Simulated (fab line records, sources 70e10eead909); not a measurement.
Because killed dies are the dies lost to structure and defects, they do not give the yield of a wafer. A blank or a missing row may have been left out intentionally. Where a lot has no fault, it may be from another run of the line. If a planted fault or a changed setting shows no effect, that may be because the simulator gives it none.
fab line records	flow nandHarc
record: lots: 11	wafers: 33	lastDay: 24
route steps=1159 shown A_WL_FILL@834 A_CONTACT@840 END@1159
lots untouched by any fault: they come from a run of this same line in which no faults occurred
startH: start of the lot's first displayed wafer, in hours after the record's first day	waitH: hours since the lot's step before	" the same as in the row above	L1.1+2: a single row standing in for several wafers	- no value present, or no start provided	* or withheld: withheld	< > ~ a bound
route shown NAME@n: NAME is a module with steps in the file, n the number in the route of the first one	usual: the fault-free wafers' mean and standard deviation	same: alike in all rows	chamber/n: place in a boat	sites: each site's reading	_std_site: standard deviation of those values	_edge_site: inner sites' mean taken away from outer sites' mean	radiusMm: for every site, how far away it sits from the centre of the wafer	mask NAME#n: copy n	behind: the last tool/chamber to shape the wafer	hold: the reason the lot was held/the length of the hold in hours/how it ended	device: the transistor (n, p or np) that didn't switch	end of line: tests of these same wafers at the route's end	a step with no rows: only its recipe	killed: at the first sort, the dies lost to defects and structure; wafer yield is something else	map: a wafer's dies, marking killed ones x, the rest . and places with no die _
set.NAME: setting as actually run; set.NAME@STEP: the setting as run at that earlier step	model.NAME: the simulator's own value behind a step, which no gauge read
a sample of lots followed through the steps of the route, with each step as a table and each wafer as a row
services: a tool's chamber out of use, with start hour (startH, from the record's first day; less than 0 if before it), hours out, and reason
== steps ==
step: NHARC_A_WL_FILL_CMP_12
recipe: tOverpolishS: 30	targetThkNm: 75
usual: motorCurrentA: 12.5/1.5	overpolishRunS: 30.000/0.0098	retainingRingPressureFrac: 1.000/0.0041	timeToEndpointS: 14.9/2.5
lot.wafer	tool	chamber	startH	waitH	motorCurrentA	overpolishRunS	retainingRingPressureFrac	timeToEndpointS
L763.1	cmp-04	2	360.87	4.4	13.6	30.000	1.002	12.7
L763.4	"	1	"	"	10.5	29.993	0.999	12.7
L763.5	"	2	"	"	13.7	29.994	1.000	12.2
L769.2	cmp-01	0	396.25	4.3	11.7	30.000	0.990	19.3
L769.5	"	1	"	"	10.8	30.022	1.005	19.1
L769.6	"	2	"	"	12.1	30.002	1.005	17.8
L770.4	cmp-03	1	408.04	2.2	13.2	30.003	1.000	14.5
L770.1	"	2	"	"	14.3	30.010	1.002	11.6
L770.6	"	2	"	"	13.3	29.990	1.005	12.0
L776.4	cmp-04	3	438.32	2.2	13.8	29.999	0.995	14.6
L776.3	"	0	"	"	10.0	29.997	0.999	14.0
L776.5	"	3	"	"	13.6	30.021	1.000	15.6
L777.1	cmp-03	1	440.77	4.4	12.8	30.024	1.008	14.2
L777.3	"	3	"	"	11.5	30.004	0.999	12.9
L777.6	"	0	"	"	14.5	30.022	0.995	12.8
L775.4	cmp-03	0	443.13	2.2	14.6	30.023	1.000	13.2
L775.1	"	2	"	"	14.1	29.981	0.997	10.3
L775.6	"	0	"	"	14.3	29.999	0.999	12.2
L778.3	cmp-04	1	452.84	2.2	10.9	29.996	1.002	14.0
L778.5	"	1	"	"	10.9	30.003	0.999	15.6
L778.6	"	2	"	"	12.9	29.988	1.000	15.1
L779.1	cmp-03	2	457.23	3.7	13.8	30.005	1.000	17.7
L779.3	"	3	"	"	11.4	30.021	0.993	16.2
L779.6	"	2	"	"	14.3	29.980	0.999	15.1
L781.3	cmp-04	2	467.85	3.0	13.0	29.986	0.999	12.9
L781.1	"	3	"	"	12.7	29.996	1.000	14.7
L781.6	"	1	"	"	10.8	30.002	0.990	16.0
L782.4	cmp-03	3	476.11	2.2	11.5	29.988	1.010	12.0
L782.2	"	2	"	"	13.6	30.001	1.003	14.7
L782.5	"	0	"	"	14.0	30.000	1.004	15.7
L785.1	cmp-03	0	493.37	4.3	15.0	30.012	0.998	16.2
L785.5	"	2	"	"	14.1	30.004	1.001	17.1
L785.6	"	3	"	"	11.7	30.002	1.005	16.5
step: NHARC_A_CONTACT_DEP_24
recipe: targetThkA: 5000	tempC: 400	pressureTorr: 6.5	rfW: 900	teosFlowSccm: 161.4	flowSccm: 2650	targetThkNm: 500	gas: O2	material: SiO2
usual: chamberPressureTorr: 6.501/0.014	heaterPowerW: 571/72	susceptorTempC: 399.97/0.23	throttleValvePct: 15.8/0.52
lot.wafer	tool	chamber	startH	waitH	chamberPressureTorr	heaterPowerW	susceptorTempC	throttleValvePct
L763.1	pecvd-02	0	361.53	0.2	6.491	694	399.97	15.7
L763.5	"	1	"	"	6.488	585	400.19	15.3
L763.4	"	2	"	"	6.528	500	399.21	15.2
L769.2	pecvd-04	1	396.77	0.1	6.498	546	399.76	16.3
L769.6	"	0	"	"	6.527	624	400.26	16.0
L769.5	"	1	"	"	6.498	566	399.79	16.2
L770.1	pecvd-04	1	408.72	0.2	6.513	604	400.08	16.3
L770.6	"	2	"	"	6.482	416	400.26	16.5
L770.4	"	0	"	"	6.507	590	400.10	16.2
L776.3	pecvd-01	1	438.85	0.1	6.509	527	399.93	15.4
L776.5	"	1	"	"	6.504	554	399.92	15.5
L776.4	"	0	"	"	6.517	473	399.48	17.1
L777.3	pecvd-01	0	441.31	0.1	6.501	411	400.46	17.1
L777.1	"	1	"	"	6.499	555	400.01	15.5
L777.6	"	2	"	"	6.502	494	399.83	15.9
L775.1	pecvd-04	1	443.72	0.1	6.501	521	400.06	16.1
L775.6	"	0	"	"	6.509	484	400.30	16.0
L775.4	"	1	"	"	6.506	552	399.99	16.2
L778.3	pecvd-02	2	453.52	0.2	6.508	642	399.88	15.4
L778.6	"	1	"	"	6.495	562	400.20	15.6
L778.5	"	2	"	"	6.500	658	400.23	15.5
L779.3	pecvd-02	1	457.74	0.1	6.509	568	400.01	15.5
L779.1	"	2	"	"	6.501	660	399.82	15.5
L779.6	"	0	"	"	6.479	562	400.00	15.5
L781.3	pecvd-02	1	468.33	0.1	6.516	534	399.92	15.4
L781.1	"	2	"	"	6.474	530	399.94	15.6
L781.6	"	1	"	"	6.500	550	400.08	15.5
L782.2	pecvd-02	2	476.75	0.1	6.485	674	399.78	15.5
L782.5	"	1	"	"	6.481	564	400.08	15.6
L782.4	"	2	"	"	6.514	504	399.72	15.7
L785.1	pecvd-02	1	493.92	0.1	6.505	590	400.01	15.4
L785.5	"	0	"	"	6.484	694	399.63	15.4
L785.6	"	2	"	"	6.508	620	399.73	15.5
step: NHARC_A_CONTACT_EXPOSE_39
recipe: na: 1.35	sigmaOuter: 0.8	doseMj: 58.79	maskId: A_CC_3
usual: exposureDoseMJCm2: 59.2/0.56	stageVelMmS: 500.00/0.22
lot.wafer	tool	chamber	startH	waitH	mask	exposureDoseMJCm2	stageVelMmS
L763.1	arfiScanner-03	0	365.20	-	A_CC_3#0	58.8	499.68
L763.4	"	0	"	"	A_CC_3#0	58.8	500.08
L763.5	"	0	"	"	A_CC_3#0	58.8	499.95
L769.2	arfiScanner-03	0	400.00	-	A_CC_3#0	58.8	499.80
L769.5	"	0	"	"	A_CC_3#0	58.7	499.51
L769.6	"	0	"	"	A_CC_3#0	58.8	499.75
L770.1	arfiScanner-03	0	411.97	-	A_CC_3#0	58.8	500.31
L770.4	"	0	"	"	A_CC_3#0	58.8	499.94
L770.6	"	0	"	"	A_CC_3#0	58.8	500.01
L776.3	arfiScanner-03	0	442.28	-	A_CC_3#0	43.5	500.49
L776.4	"	0	"	"	A_CC_3#0	43.6	500.17
L776.5	"	0	"	"	A_CC_3#0	43.5	499.95
L777.1	arfiScanner-03	0	445.51	-	A_CC_3#0	46.6	499.80
L777.3	"	0	"	"	A_CC_3#0	46.6	500.11
L777.6	"	0	"	"	A_CC_3#0	46.6	500.08
L775.1	arfiScanner-02	0	447.09	-	A_CC_3#0	58.8	499.64
L775.4	"	0	"	"	A_CC_3#0	58.8	500.17
L775.6	"	0	"	"	A_CC_3#0	58.8	499.80
L778.3	arfiScanner-03	0	456.82	-	A_CC_3#0	49.0	500.48
L778.5	"	0	"	"	A_CC_3#0	49.0	500.29
L778.6	"	0	"	"	A_CC_3#0	49.0	500.34
L779.1	arfiScanner-03	0	461.14	-	A_CC_3#0	49.5	499.92
L779.3	"	0	"	"	A_CC_3#0	49.4	499.84
L779.6	"	0	"	"	A_CC_3#0	49.4	500.30
L781.1	arfiScanner-01	0	473.77	-	A_CC_3#0	60.1	499.95
L781.3	"	0	"	"	A_CC_3#0	60.0	500.27
L781.6	"	0	"	"	A_CC_3#0	60.0	500.40
L782.2	arfiScanner-02	0	480.11	-	A_CC_3#0	58.7	499.75
L782.4	"	0	"	"	A_CC_3#0	58.7	500.12
L782.5	"	0	"	"	A_CC_3#0	58.8	499.98
L785.1	arfiScanner-01	0	497.12	-	A_CC_3#0	60.0	500.03
L785.5	"	0	"	"	A_CC_3#0	59.9	500.14
L785.6	"	0	"	"	A_CC_3#0	59.9	500.24
step: NHARC_A_CONTACT_CD_MEAS_42
recipe: targetCdNm: 200	landingEnergyEv: 500
usual: cdNm: 200.1/0.49
lot.wafer	tool	chamber	startH	waitH	hold	cdNm
L763.1	cdSem-02	0	365.34	-	-	200.5
L763.4	"	0	"	"	-	200.7
L763.5	"	0	"	"	-	200.6
L769.2	cdSem-01	0	400.14	-	-	200.3
L769.5	"	0	"	"	-	200.0
L769.6	"	0	"	"	-	199.9
L770.1	cdSem-02	0	412.11	-	-	200.2
L770.4	"	0	"	"	-	200.4
L770.6	"	0	"	"	-	199.9
L776.3	cdSem-02	0	442.41	-	awaitDispo/0.2h/release	188.7
L776.4	"	0	"	"	awaitDispo/0.2h/release	188.6
L776.5	"	0	"	"	awaitDispo/0.2h/release	188.0
L776.3	cdSem-02	0	-	-	-	188.9
L776.4	"	0	"	"	-	188.1
L776.5	"	0	"	"	-	187.9
L777.1	cdSem-01	0	445.65	-	awaitDispo/0.2h/release	190.9
L777.3	"	0	"	"	awaitDispo/0.2h/release	191.3
L777.6	"	0	"	"	awaitDispo/0.2h/release	190.2
L777.1	cdSem-01	0	-	-	-	190.8
L777.3	"	0	"	"	-	190.7
L777.6	"	0	"	"	-	190.1
L775.1	cdSem-03	0	447.23	-	-	200.2
L775.4	"	0	"	"	-	200.0
L775.6	"	0	"	"	-	199.8
L778.3	cdSem-02	0	456.95	-	awaitDispo/0.2h/release	192.6
L778.5	"	0	"	"	awaitDispo/0.2h/release	191.9
L778.6	"	0	"	"	awaitDispo/0.2h/release	191.8
L778.3	cdSem-02	0	-	-	-	192.0
L778.5	"	0	"	"	-	191.5
L778.6	"	0	"	"	-	192.0
L779.1	cdSem-01	0	461.28	-	awaitDispo/0.2h/release	193.5
L779.3	"	0	"	"	awaitDispo/0.2h/release	192.5
L779.6	"	0	"	"	awaitDispo/0.2h/release	192.3
L779.1	cdSem-01	0	-	-	-	193.8
L779.3	"	0	"	"	-	192.8
L779.6	"	0	"	"	-	192.3
L781.1	cdSem-03	0	473.91	-	-	199.5
L781.3	"	0	"	"	-	200.0
L781.6	"	0	"	"	-	199.9
L782.2	cdSem-03	0	480.25	-	-	200.1
L782.4	"	0	"	"	-	200.2
L782.5	"	0	"	"	-	200.0
L785.1	cdSem-03	0	497.26	-	-	199.6
L785.5	"	0	"	"	-	200.3
L785.6	"	0	"	"	-	199.8
step: NHARC_A_CONTACT_ETCH_111
recipe: sourceW: withheld	pressureMtorr: 20	biasV: withheld	timeS: 140	targetDepthA: 7000	arFlowSccm: withheld	c4f8FlowSccm: withheld	o2FlowSccm: withheld	chemistry: C4F8/O2/Ar
usual: oesAirLineAu: 1.004/0.02
lot.wafer	tool	chamber	startH	waitH	oesAirLineAu	rfHoursCounterH
L763.1	harCapEtch-01	0	370.56	-	1.013	53
L763.4	"	1	"	"	0.994	-
L763.5	"	0	"	"	1.010	-
L769.2	harCapEtch-03	0	401.62	-	0.993	88
L769.6	"	1	"	"	1.007	-
L769.5	"	0	"	"	1.034	-
L770.1	harCapEtch-02	1	413.58	-	1.000	16
L770.4	"	0	"	"	0.981	-
L770.6	"	0	"	"	0.997	-
L776.3	harCapEtch-01	1	445.81	-	1.021	-
L776.4	"	0	"	"	1.002	-
L776.5	"	1	"	"	1.014	-
L775.1	harCapEtch-03	1	448.77	-	1.042	96
L775.4	"	0	"	"	0.982	-
L775.6	"	0	"	"	0.991	-
L777.1	harCapEtch-01	1	449.25	-	1.000	68
L777.3	"	1	"	"	1.019	-
L777.6	"	0	"	"	1.037	-
L778.3	harCapEtch-02	0	461.67	-	1.013	-
L778.5	"	1	"	"	1.019	-
L778.6	"	0	"	"	1.014	-
L779.1	harCapEtch-02	0	464.19	-	0.997	25
L779.3	"	0	"	"	1.012	-
L779.6	"	1	"	"	0.980	-
L781.1	harCapEtch-01	0	475.41	-	0.990	73
L781.3	"	1	"	"	1.019	-
L781.6	"	1	"	"	1.003	-
L782.2	harCapEtch-01	1	481.77	-	0.986	74
L782.4	"	0	"	"	1.002	-
L782.5	"	1	"	"	1.001	-
L785.1	harCapEtch-02	0	498.71	-	1.026	30
L785.5	"	0	"	"	1.007	-
L785.6	"	1	"	"	1.009	-
step: NHARC_END_SORT_01
recipe: tempC: 25
usual: killedAtArray: 26/9	killedAtOther: 0.8/1.2	killedAtPeriphery: 3.2/2.3	killedDies: 30/9.1	killedOpen: 3.5/2	killedShort: 1.8/1.4
same: grossDies: 677
lot.wafer	tool	chamber	startH	waitH	killedAtArray	killedAtOther	killedAtPeriphery	killedDies	killedOpen	killedShort
L776.3	prober-01	0	527.52	3.1	35	0	1	36	3	1
L776.4	prober-01	0	528.32	3.4	43	0	1	44	2	2
L776.5	prober-01	0	529.12	3.7	40	0	0	40	2	1
L778.3	prober-02	0	534.08	3.1	15	0	2	17	7	2
L778.5	prober-02	0	535.70	3.7	9	0	6	15	1	2
L778.6	prober-02	0	536.51	4.1	13	1	2	16	2	3
L777.1	prober-01	0	536.52	2.6	42	1	2	45	4	2
L777.3	prober-01	0	538.10	3.1	38	0	2	40	2	4
L777.6	prober-01	0	540.48	4.0	42	0	2	44	5	1
L779.1	prober-01	0	538.09	2.5	26	0	2	28	3	1
L779.3	prober-01	0	539.71	3.1	23	3	3	29	2	4
L779.6	prober-01	0	542.13	4.0	21	2	3	26	3	2
killed by level:class
L776.3 A_CHANNEL_HOLE_D1:chamberFilmFlake=13 A_SLIT:chamberFilmFlake=12 A_CONTACT:chamberFilmFlake=5 P_CONTACT:geometricParticle:open=1 A_ONON_D1:geometricParticle:short=1 A_ONON_D1:geometricParticle:open=1 A_CONTACT:geometricParticle:open=1 A_CHANNEL_FILL_D1:chamberFilmFlake=1
L776.4 A_CHANNEL_HOLE_D1:chamberFilmFlake=18 A_SLIT:chamberFilmFlake=14 A_CONTACT:chamberFilmFlake=5 P_CONTACT:geometricParticle:open=1 A_CHANNEL_FILL_D1:geometricParticle:short=1 A_CONTACT:geometricParticle:short=1 A_BLC:geometricParticle:open=1 A_CHANNEL_FILL_D1:chamberFilmFlake=1
L776.5 A_CHANNEL_HOLE_D1:chamberFilmFlake=15 A_SLIT:chamberFilmFlake=13 A_CONTACT:chamberFilmFlake=4 A_CHANNEL_FILL_D1:chamberFilmFlake=3 A_STAIRCASE:chamberFilmFlake=2 A_ONON_D1:geometricParticle:short=1 A_CONTACT:geometricParticle:open=1 A_M0:geometricParticle:open=1
L778.3 A_STAIRCASE:chamberFilmFlake=3 A_ZERO_WELL:chamberFilmFlake=2 A_CONTACT:chamberFilmFlake=2 P_GATE:geometricParticle:open=1 P_M0:geometricParticle:open=1 A_CHANNEL_HOLE_D1:geometricParticle:open=1 A_CHANNEL_FILL_D1:geometricParticle:short=1 A_CHANNEL_FILL_D1:geometricParticle:open=1
L778.5 A_CHANNEL_HOLE_D1:chamberFilmFlake=3 P_GATE:chamberFilmFlake=2 A_CONTACT:chamberFilmFlake=2 P_M0:geometricParticle:open=1 P_M0:geometricParticle:short=1 A_M0:geometricParticle:short=1 P_ZERO_WELL:chamberFilmFlake=1 P_M0:chamberFilmFlake=1
L778.6 A_STAIRCASE:chamberFilmFlake=3 A_CHANNEL_HOLE_D1:chamberFilmFlake=2 A_CONTACT:chamberFilmFlake=2 A_CHANNEL_FILL_D1:geometricParticle:short=1 A_SGD_CUT:geometricParticle:short=1 A_WL_FILL:geometricParticle:open=1 A_M0:geometricParticle:open=1 P_GATE:chamberFilmFlake=1
L777.1 A_CHANNEL_HOLE_D1:chamberFilmFlake=18 A_SGD_CUT:chamberFilmFlake=10 A_STAIRCASE:chamberFilmFlake=4 A_CONTACT:chamberFilmFlake=4 A_M0:geometricParticle:open=2 A_ONON_D1:geometricParticle:open=1 A_CHANNEL_HOLE_D1:geometricParticle:open=1 A_CHANNEL_HOLE_D1:geometricParticle:short=1
L779.1 A_SLIT:chamberFilmFlake=11 A_CHANNEL_HOLE_D1:chamberFilmFlake=7 A_M0:geometricParticle:open=2 A_STAIRCASE:chamberFilmFlake=2 P_M0:geometricParticle:short=1 A_CONTACT:geometricParticle:open=1 P_ZERO_WELL:chamberFilmFlake=1 A_ZERO_WELL:chamberFilmFlake=1
L777.3 A_CHANNEL_HOLE_D1:chamberFilmFlake=20 A_SGD_CUT:chamberFilmFlake=6 A_STAIRCASE:chamberFilmFlake=3 A_CONTACT:chamberFilmFlake=3 P_M2:geometricParticle:open=1 A_ONON_D1:geometricParticle:short=1 A_CHANNEL_FILL_D1:geometricParticle:short=1 A_SGD_CUT:geometricParticle:short=1
L779.3 A_SLIT:chamberFilmFlake=7 A_CHANNEL_HOLE_D1:chamberFilmFlake=5 A_STAIRCASE:chamberFilmFlake=4 THIN_TSV:chamberFilmFlake=3 P_CONTACT:geometricParticle:open=2 A_CHANNEL_FILL_D1:geometricParticle:short=2 A_CONTACT:chamberFilmFlake=2 A_SGD_CUT:geometricParticle:short=1
L777.6 A_CHANNEL_HOLE_D1:chamberFilmFlake=24 A_STAIRCASE:chamberFilmFlake=5 A_SGD_CUT:chamberFilmFlake=5 A_CONTACT:chamberFilmFlake=3 P_STI:geometricParticle:open=2 A_SGD_CUT:geometricParticle:open=2 A_CHANNEL_HOLE_D1:geometricParticle:short=1 A_CONTACT:geometricParticle:open=1
L779.6 A_SLIT:chamberFilmFlake=11 A_CONTACT:chamberFilmFlake=3 P_CONTACT:geometricParticle:open=2 A_CHANNEL_HOLE_D1:chamberFilmFlake=2 A_STAIRCASE:chamberFilmFlake=2 THIN_TSV:chamberFilmFlake=2 P_CONTACT:geometricParticle:short=1 A_ONON_D1:geometricParticle:open=1
== services ==
tool	chamber	startH	hours	kind
arfiScanner-01	-	344.31	0.5	repair
cmp-03	-	353.17	4.0	pm
arfiScanner-01	-	358.95	0.9	repair
cmp-04	-	363.14	9.0	repair
cmp-01	-	375.50	4.0	pm
pecvd-04	-	376.34	13.0	pm
arfiScanner-01	-	382.60	4.0	pm
pecvd-04	0	389.61	6.4	repair
cmp-01	-	397.26	0.4	repair
cmp-04	-	400.22	4.0	pm
pecvd-01	-	418.39	13.0	pm
arfiScanner-02	-	428.00	4.0	pm
cmp-04	-	428.33	0.9	repair
pecvd-01	-	448.27	0.9	repair
cmp-03	-	451.17	4.0	pm
pecvd-04	-	454.48	4.5	repair
pecvd-01	2	457.95	3.3	repair
arfiScanner-02	-	470.15	0.4	repair
cmp-01	-	473.50	4.0	pm
cmp-01	-	483.24	0.9	repair
arfiScanner-03	-	484.02	4.0	pm
harCapEtch-02	-	484.75	1.8	repair
arfiScanner-02	-	493.82	0.5	repair
cmp-04	-	498.31	4.0	pm
== key ==
firstSign: step: NHARC_A_CONTACT_EXPOSE_39	reading: exposureDoseMJCm2	direction: down	sigmas: 21	usual: 59.2	struck: 47.1
effect: step: NHARC_A_CONTACT_CD_MEAS_42	reading: visit	direction: added	through: controlLoop
effect: step: NHARC_A_CONTACT_CD_MEAS_42	reading: cdNm	direction: down	sigmas: 19	usual: 200.1	struck: 191.0	through: controlLoop
metAt NHARC_A_CONTACT_EXPOSE_39
struckLots L776,L777,L778,L779
testerLeftOut L776,L777,L778,L779
loopTrim: step: NHARC_A_CONTACT_EXPOSE_39	setting: dose	lots: L777,L778,L779
notActingAt NHARC_A_WL_FILL_CMP_12,NHARC_A_CONTACT_DEP_24,NHARC_A_CONTACT_ETCH_111
onsetBetween 411.97 442.28
fault: kind: processParameterDrift	tool: arfiScanner-03	chamber: -	onsetH: 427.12	steps: NHARC_A_CONTACT_EXPOSE_39	channel: doseMj	offset: -15.202	shape: step	actsIn: theseRecipesOnly	stated: 58.79
testerLeftOut: of these lots the tester's yield and bins aren't shown, on N5 and GAA mostly nor the transistor test; their killed dies are dies lost to structure and defects alone, not to doping, threshold or leakage, so they don't give the yield
loopTrim: a control loop set the setting to another value than it would have without faults
